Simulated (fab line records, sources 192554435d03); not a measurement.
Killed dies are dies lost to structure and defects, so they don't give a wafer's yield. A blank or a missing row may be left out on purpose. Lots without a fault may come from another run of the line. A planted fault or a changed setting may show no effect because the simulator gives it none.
Chamber matching | flow n5_finfet | N5_HKMG_FIN_PWFM_ALD_03 on ald_metal-04: 4 sister chambers
The step deposits TiN, target thk 2 nm, pulse time 1 s, purge time 3 s. 18 wafers are shown with their chamber, then 9 later ones without.

WAFERS WITH THEIR CHAMBER
wafer  | chamber | heater_power_outer_w (W) | heater_power_w (W) | precursor_pulse_height_rel
L080.1 | 1       | 574                      | 981                | 0.982
L080.3 | 0       | 560                      | 893                | 0.997
L080.4 | 3       | 463                      | 805                | 0.979
L084.2 | 2       | 554                      | 905                | 1.035
L084.4 | 1       | 605                      | 954                | 0.999
L084.5 | 0       | 521                      | 895                | 0.997
L086.2 | 1       | 592                      | 980                | 0.997
L086.4 | 0       | 534                      | 892                | 0.999
L086.5 | 0       | 548                      | 902                | 1.017
L088.1 | 0       | 543                      | 866                | 0.998
L088.2 | 2       | 554                      | 901                | 0.994
L088.5 | 0       | 552                      | 887                | 0.976
L089.1 | 1       | 592                      | 966                | 0.970
L089.2 | 3       | 468                      | 788                | 0.998
L089.4 | 0       | 537                      | 883                | 0.998
L091.1 | 3       | 454                      | 781                | 1.014
L091.2 | 0       | 536                      | 906                | 0.995
L091.4 | 2       | 556                      | 884                | 1.032

SIGNATURES (means of the wafers above)
reading                    | chamber 0 | chamber 1 | chamber 2 | chamber 3 | scatter within a chamber
heater_power_outer_w       | 541.38    | 590.75    | 554.67    | 461.67    | 10.7
heater_power_w             | 890.50    | 970.25    | 896.67    | 791.33    | 12.3
precursor_pulse_height_rel | 0.99713   | 0.98700   | 1.02033   | 0.99700   | 0.0148
Rule: a wafer's distance from a chamber is the root of the sum, over the readings, of the square of ((its reading less the chamber's mean) divided by the reading's scatter). The wafer belongs to the nearest chamber; if the next one is less than 2 further off, it can't be placed. The scatter: the root of (the sum of the squares of (reading less its chamber's mean) over the shown wafers, divided by (wafers less chambers)).

WAFERS WITHOUT THEIR CHAMBER
wafer  | heater_power_outer_w (W) | heater_power_w (W) | precursor_pulse_height_rel
L092.2 | 541                      | 917                | 0.980
L092.3 | 593                      | 977                | 1.026
L092.5 | 461                      | 792                | 1.011
L093.2 | 553                      | 889                | 0.984
L093.4 | 529                      | 895                | 0.983
L093.6 | 541                      | 870                | 1.018
L094.3 | 600                      | 968                | 1.036
L094.4 | 548                      | 905                | 1.032
L094.5 | 585                      | 1010               | 1.011

WHICH CHAMBER EACH WENT THROUGH
wafer  | from the rows above     | in truth
L092.2 | can't be placed: 0 or 2 | 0
L092.3 | 1                       | 1
L092.5 | 3                       | 3
L093.2 | can't be placed: 0 or 2 | 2
L093.4 | can't be placed: 0 or 2 | 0
L093.6 | can't be placed: 0 or 2 | 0
L094.3 | 1                       | 1
L094.4 | can't be placed: 2 or 0 | 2
L094.5 | 1                       | 1
Placed correctly: 4 of 9. Can't be placed from these rows: 5 (the true chamber is among the candidates in 5). Placed wrongly: 0.
